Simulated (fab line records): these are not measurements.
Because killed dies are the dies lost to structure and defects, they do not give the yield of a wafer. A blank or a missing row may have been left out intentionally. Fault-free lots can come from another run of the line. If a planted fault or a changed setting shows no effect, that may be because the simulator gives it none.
What tool caused it? :: flow nand harc :: Sampling: 10 lots, 30 wafers, 7 of 1302 route steps

## WHAT THE GAUGES SHOWED, per wafer
NHARC_P_CONTACT_CD_MEAS_12: target cd 90 nm.
lot: L522
measured: day 7 01:11
on: cd sem-01
cd nm (nm): 89.8 90.2 90.6

lot: L523
measured: day 7 14:04
on: cd sem-02
cd nm (nm): 88.8 89.7 88.6

lot: L528
measured: day 9 14:08
on: cd sem-02
cd nm (nm): 90.2 89.3 90.7

lot: L529
measured: day 9 22:54
on: cd sem-01
cd nm (nm): 77.4 77.7 77.3 78.0 77.7 77.5

lot: L530
measured: day 10 12:40
on: cd sem-03
cd nm (nm): 79.5 79.9 79.4 79.4 79.7 79.5

lot: L537
measured: day 13 13:43
on: cd sem-03
cd nm (nm): 89.7 90.2 90.5

lot: L538
measured: day 13 18:16
on: cd sem-01
cd nm (nm): 89.4 89.5 89.7

lot: L540
measured: day 14 11:10
on: cd sem-02
cd nm (nm): 89.9 89.4 88.9

lot: L542
measured: day 15 08:37
on: cd sem-01
cd nm (nm): 88.8 89.4 89.7

lot: L541
measured: day 16 10:20
on: cd sem-03
cd nm (nm): 89.8 89.8 90.0

NHARC_P_CONTACT_CD_MEAS_19.
lot: L522
measured: day 7 02:14
on: cd sem-01
cd nm (nm): 90.5 91.2 91.4

lot: L523
measured: day 7 15:07
on: cd sem-03
cd nm (nm): 88.2 89.6 88.5

lot: L528
measured: day 9 15:12
on: cd sem-02
cd nm (nm): 89.0 89.1 88.5

lot: L529
measured: day 10 03:44
on: cd sem-03
cd nm (nm): 78.6 76.8 76.0 78.6 76.7 76.0

lot: L530
measured: day 10 15:30
on: cd sem-01
cd nm (nm): 78.9 79.4 80.6 79.2 79.5 80.4

lot: L537
measured: day 13 14:46
on: cd sem-01
cd nm (nm): 90.0 90.9 90.3

lot: L538
measured: day 13 19:19
on: cd sem-02
cd nm (nm): 88.9 89.4 88.9

lot: L540
measured: day 14 12:14
on: cd sem-01
cd nm (nm): 89.2 89.3 89.1

lot: L542
measured: day 15 09:40
on: cd sem-02
cd nm (nm): 88.6 88.4 89.3

lot: L541
measured: day 16 11:26
on: cd sem-03
cd nm (nm): 89.6 90.1 87.5

NHARC_END_SORT_01.
lot: L522
measured: day 25 06:41
on: prober-02
killed at array: 63 70 71
killed at other: 5 2 0
killed at periphery: 3 0 1
killed dies: 71 72 72
killed open: 3 3 2
killed short: 6 1 4

lot: L523
measured: day 25 19:09
on: prober-02
killed at array: 86 72 80
killed at other: 1 2 2
killed at periphery: 1 4 4
killed dies: 88 78 86
killed open: 2 0 3
killed short: 0 3 1

lot: L529
measured: day 30 07:30
on: prober-01
killed at array: 33 32 38
killed at other: 1 1 0
killed at periphery: 50 78 86
killed dies: 84 111 124
killed open: 2 2 2
killed short: 1 2 2

lot: L530
measured: day 27 23:59
on: prober-01
killed at array: 47 46 40
killed at other: 0 0 1
killed at periphery: 37 25 15
killed dies: 84 71 56
killed open: 3 5 2
killed short: 2 2 1

## WHICH TOOL RAN EACH LOT (tool, then ch and the chambers of the sampled wafers, then the start)
lot: L522
NHARC_P_CONTACT_DEP_00: pecvd-01 ch 0,2, day 6 23:52
NHARC_P_CONTACT_PEB_10: litho track-01 ch 0, day 7 01:06
NHARC_P_CONTACT_ETCH_35: rie diel-03 ch 0,1,3, day 7 01:28
NHARC_P_CONTACT_ETCH_18: rie diel-03 ch 2,3, day 7 02:14 or earlier

lot: L523
NHARC_P_CONTACT_DEP_00: pecvd-04 ch 0,1,2, day 7 13:59 or earlier
NHARC_P_CONTACT_PEB_10: litho track-04 ch 0, day 7 13:59
NHARC_P_CONTACT_ETCH_35: rie diel-10 ch 0,2,3, day 7 14:20
NHARC_P_CONTACT_ETCH_18: rie diel-10 ch 0,3, day 7 15:07 or earlier

lot: L528
NHARC_P_CONTACT_DEP_00: pecvd-03 ch 0,2, day 9 14:04 or earlier
NHARC_P_CONTACT_PEB_10: litho track-01 ch 0, day 9 14:04
NHARC_P_CONTACT_ETCH_35: rie diel-10 ch 2,3, day 9 14:25
NHARC_P_CONTACT_ETCH_18: rie diel-10 ch 0,1,2, day 9 15:12 or earlier

lot: L529
NHARC_P_CONTACT_DEP_00: pecvd-04 ch 0,2, day 9 22:49 or earlier
NHARC_P_CONTACT_PEB_10: litho track-01 ch 0, day 9 22:49
NHARC_P_CONTACT_ETCH_35: rie diel-03 ch 2,3, day 10 02:50
NHARC_P_CONTACT_ETCH_18: rie diel-03 ch 1,2, day 10 03:44 or earlier

lot: L530
NHARC_P_CONTACT_DEP_00: pecvd-03 ch 1,2, day 10 12:35 or earlier
NHARC_P_CONTACT_PEB_10: litho track-01 ch 0, day 10 12:35
NHARC_P_CONTACT_ETCH_35: rie diel-10 ch 0,2,3, day 10 14:41
NHARC_P_CONTACT_ETCH_18: rie diel-10 ch 0,2,3, day 10 15:30 or earlier

lot: L537
NHARC_P_CONTACT_DEP_00: pecvd-01 ch 1,2, day 13 13:38 or earlier
NHARC_P_CONTACT_PEB_10: litho track-04 ch 0, day 13 13:38
NHARC_P_CONTACT_ETCH_35: rie diel-10 ch 0,2, day 13 13:59
NHARC_P_CONTACT_ETCH_18: rie diel-10 ch 0,1,2, day 13 14:46 or earlier

lot: L538
NHARC_P_CONTACT_DEP_00: pecvd-04 ch 0,1,2, day 13 18:11 or earlier
NHARC_P_CONTACT_PEB_10: litho track-01 ch 0, day 13 18:11
NHARC_P_CONTACT_ETCH_35: rie diel-10 ch 0,2,3, day 13 18:32
NHARC_P_CONTACT_ETCH_18: rie diel-10 ch 0,1,2, day 13 19:19 or earlier

lot: L540
NHARC_P_CONTACT_DEP_00: pecvd-04 ch 1,2, day 14 11:05 or earlier
NHARC_P_CONTACT_PEB_10: litho track-06 ch 0, day 14 11:05
NHARC_P_CONTACT_ETCH_35: rie diel-10 ch 0,2, day 14 11:26
NHARC_P_CONTACT_ETCH_18: rie diel-10 ch 0,2, day 14 12:14 or earlier

lot: L542
NHARC_P_CONTACT_DEP_00: pecvd-01 ch 0,1,2, day 15 08:32 or earlier
NHARC_P_CONTACT_PEB_10: litho track-01 ch 0, day 15 08:32
NHARC_P_CONTACT_ETCH_35: rie diel-03 ch 0,1,2, day 15 08:53
NHARC_P_CONTACT_ETCH_18: rie diel-03 ch 1,2,3, day 15 09:40 or earlier

lot: L541
NHARC_P_CONTACT_DEP_00: pecvd-01 ch 1,2, day 16 10:16 or earlier
NHARC_P_CONTACT_PEB_10: litho track-01 ch 0, day 16 10:16
NHARC_P_CONTACT_ETCH_35: rie diel-10 ch 1,2, day 16 10:38
NHARC_P_CONTACT_ETCH_18: rie diel-10 ch 0,1, day 16 11:26 or earlier
- NHARC_P_CONTACT_DEP_00: deposits SiO2, target thk 500 nm.
- NHARC_P_CONTACT_PEB_10: peb time 65 s.
- NHARC_P_CONTACT_ETCH_35: etches the open film in CF4, target depth 39 nm, time 65 s.
- NHARC_P_CONTACT_ETCH_18: etches the open film in C4F8/O2/Ar, target depth 481 nm, time 240.5 s.

## WHAT THE TOOLS THEMSELVES READ (means of the sampled wafers that have a number; where no wafer has one, the mark that the record gives instead)
NHARC_P_CONTACT_DEP_00.
lot: L522
tool: pecvd-01
chamber pressure Torr (Torr): 6.494
heater power w (W): 504
throttle valve pct (%): 15.7

lot: L523
tool: pecvd-04
chamber pressure Torr (Torr): 6.490
heater power w (W): 515
throttle valve pct (%): 16.6

lot: L528
tool: pecvd-03
chamber pressure Torr (Torr): 6.502
heater power w (W): 720
throttle valve pct (%): 15.7

lot: L529
tool: pecvd-04
chamber pressure Torr (Torr): 6.517
heater power w (W): 598
throttle valve pct (%): 16.9

lot: L530
tool: pecvd-03
chamber pressure Torr (Torr): 6.499
heater power w (W): 662
throttle valve pct (%): 15.6

lot: L537
tool: pecvd-01
chamber pressure Torr (Torr): 6.490
heater power w (W): 568
throttle valve pct (%): 16.4

lot: L538
tool: pecvd-04
chamber pressure Torr (Torr): 6.505
heater power w (W): 571
throttle valve pct (%): 16.6

lot: L540
tool: pecvd-04
chamber pressure Torr (Torr): 6.505
heater power w (W): 595
throttle valve pct (%): 16.9

lot: L542
tool: pecvd-01
chamber pressure Torr (Torr): 6.501
heater power w (W): 488
throttle valve pct (%): 15.7

lot: L541
tool: pecvd-01
chamber pressure Torr (Torr): 6.512
heater power w (W): 528
throttle valve pct (%): 16.1

NHARC_P_CONTACT_PEB_10.
lot: L522
tool: litho track-01
heater power total W (W): 156.8
plate temp C (C): 100.03

lot: L523
tool: litho track-04
heater power total W (W): 157.0
plate temp C (C): 100.05

lot: L528
tool: litho track-01
heater power total W (W): 156.8
plate temp C (C): 100.05

lot: L529
tool: litho track-01
heater power total W (W): 150.2
plate temp C (C): 96.87

lot: L530
tool: litho track-01
heater power total W (W): 150.1
plate temp C (C): 96.85

lot: L537
tool: litho track-04
heater power total W (W): 156.6
plate temp C (C): 100.00

lot: L538
tool: litho track-01
heater power total W (W): 156.4
plate temp C (C): 99.96

lot: L540
tool: litho track-06
heater power total W (W): 156.7
plate temp C (C): 99.98

lot: L542
tool: litho track-01
heater power total W (W): 157.1
plate temp C (C): 100.14

lot: L541
tool: litho track-01
heater power total W (W): 156.5
plate temp C (C): 99.92

NHARC_P_CONTACT_ETCH_35.
lot: L522
tool: rie diel-03
bias w (W): 100.1
drypump motor current A (A): 5.71
oes product au (a.u.): 0.991
rf vpp V (V): 151.9
showerhead plenum p Torr (Torr): 1.78
throttle valve pct (%): 13.284

lot: L523
tool: rie diel-10
bias w (W): 100.0
drypump motor current A (A): 5.72
oes product au (a.u.): 1.002
rf vpp V (V): 151.1
showerhead plenum p Torr (Torr): 1.78
throttle valve pct (%): 13.281

lot: L528
tool: rie diel-10
bias w (W): 99.9
drypump motor current A (A): 5.45
oes product au (a.u.): 1.003
rf vpp V (V): 152.0
showerhead plenum p Torr (Torr): 1.82
throttle valve pct (%): 13.278

lot: L529
tool: rie diel-03
bias w (W): 100.0
drypump motor current A (A): 5.60
oes product au (a.u.): 0.995
rf vpp V (V): 150.3
showerhead plenum p Torr (Torr): 1.82
throttle valve pct (%): 13.296

lot: L530
tool: rie diel-10
bias w (W): 99.9
drypump motor current A (A): 5.72
oes product au (a.u.): 1.000
rf vpp V (V): 151.0
showerhead plenum p Torr (Torr): 1.78
throttle valve pct (%): 13.284

lot: L537
tool: rie diel-10
bias w (W): 100.4
drypump motor current A (A): 5.99
oes product au (a.u.): 1.001
rf vpp V (V): 150.5
showerhead plenum p Torr (Torr): 1.75
throttle valve pct (%): 13.280

lot: L538
tool: rie diel-10
bias w (W): 99.5
drypump motor current A (A): 5.73
oes product au (a.u.): 0.998
rf vpp V (V): 151.5
showerhead plenum p Torr (Torr): 1.78
throttle valve pct (%): 13.282

lot: L540
tool: rie diel-10
bias w (W): 100.3
drypump motor current A (A): 5.80
oes product au (a.u.): 1.007
rf vpp V (V): 152.7
showerhead plenum p Torr (Torr): 1.81
throttle valve pct (%): 13.284

lot: L542
tool: rie diel-03
bias w (W): 100.1
drypump motor current A (A): 5.70
oes product au (a.u.): 0.995
rf vpp V (V): 151.8
showerhead plenum p Torr (Torr): 1.84
throttle valve pct (%): 13.289

lot: L541
tool: rie diel-10
bias w (W): 100.3
drypump motor current A (A): 5.68
oes product au (a.u.): 1.004
rf vpp V (V): 151.8
showerhead plenum p Torr (Torr): 1.83
throttle valve pct (%): 13.286

NHARC_P_CONTACT_ETCH_18.
lot: L522
tool: rie diel-03
bias w (W): 1501
oes product au (a.u.): 0.960
rf vpp V (V): 983

lot: L523
tool: rie diel-10
bias w (W): 1499
oes product au (a.u.): 0.939
rf vpp V (V): 973

lot: L528
tool: rie diel-10
bias w (W): 1501
oes product au (a.u.): 0.941
rf vpp V (V): 980

lot: L529
tool: rie diel-03
bias w (W): 1500
oes product au (a.u.): 0.926
rf vpp V (V): 981

lot: L530
tool: rie diel-10
bias w (W): 1500
oes product au (a.u.): 0.954
rf vpp V (V): 979

lot: L537
tool: rie diel-10
bias w (W): 1502
oes product au (a.u.): 0.929
rf vpp V (V): 981

lot: L538
tool: rie diel-10
bias w (W): 1497
oes product au (a.u.): 0.971
rf vpp V (V): 980

lot: L540
tool: rie diel-10
bias w (W): 1503
oes product au (a.u.): 0.968
rf vpp V (V): 977

lot: L542
tool: rie diel-03
bias w (W): 1493
oes product au (a.u.): 0.959
rf vpp V (V): 978

lot: L541
tool: rie diel-10
bias w (W): 1501
oes product au (a.u.): 0.966
rf vpp V (V): 979

## THE ANSWER, worked out from the rows above alone
Rule: what is usual is taken from the lots themselves. The widest of any qualifying gaps counts: lots, ordered by their means at a reading, are off when they make up no more than a third of the lots, leave a main group of 4 or more, and stand apart from it by 3 or more times the standard deviation of that group's means. A main group is skipped when, at the precision printed for the reading in the tables above, its means are all equal. Also off: a lot with no number at a reading for which 4 or more lots have one. All remaining lots with rows at the step are treated as sound. After the gauges, taken in route order, come the tools' own readings; for these a lot's mean is taken, as printed above. The first step at which some lot is off is used, and at that step the reading that is off furthest; a lot without a number counts as furthest.
Off, at NHARC_P_CONTACT_CD_MEAS_12 on cd nm: L529, L530. For the main group the mean is 89.7 nm and the standard deviation 0.41.
A tool fits if, at a process step before that reading, it ran every lot that is off, and no sound lot after the first of them. Not tried: the gauges at NHARC_P_CONTACT_CD_MEAS_12; whatever is off there is also off at NHARC_P_CONTACT_PEB_10, on other tools, and gauge error can't account for it. NHARC_P_CONTACT_DEP_00 gives no start for some lots, so the hours and the order of its lots are those of NHARC_P_CONTACT_PEB_10. No candidate that was tried fits.

## WHAT HAD BEEN PUT IN BY THE SIMULATOR
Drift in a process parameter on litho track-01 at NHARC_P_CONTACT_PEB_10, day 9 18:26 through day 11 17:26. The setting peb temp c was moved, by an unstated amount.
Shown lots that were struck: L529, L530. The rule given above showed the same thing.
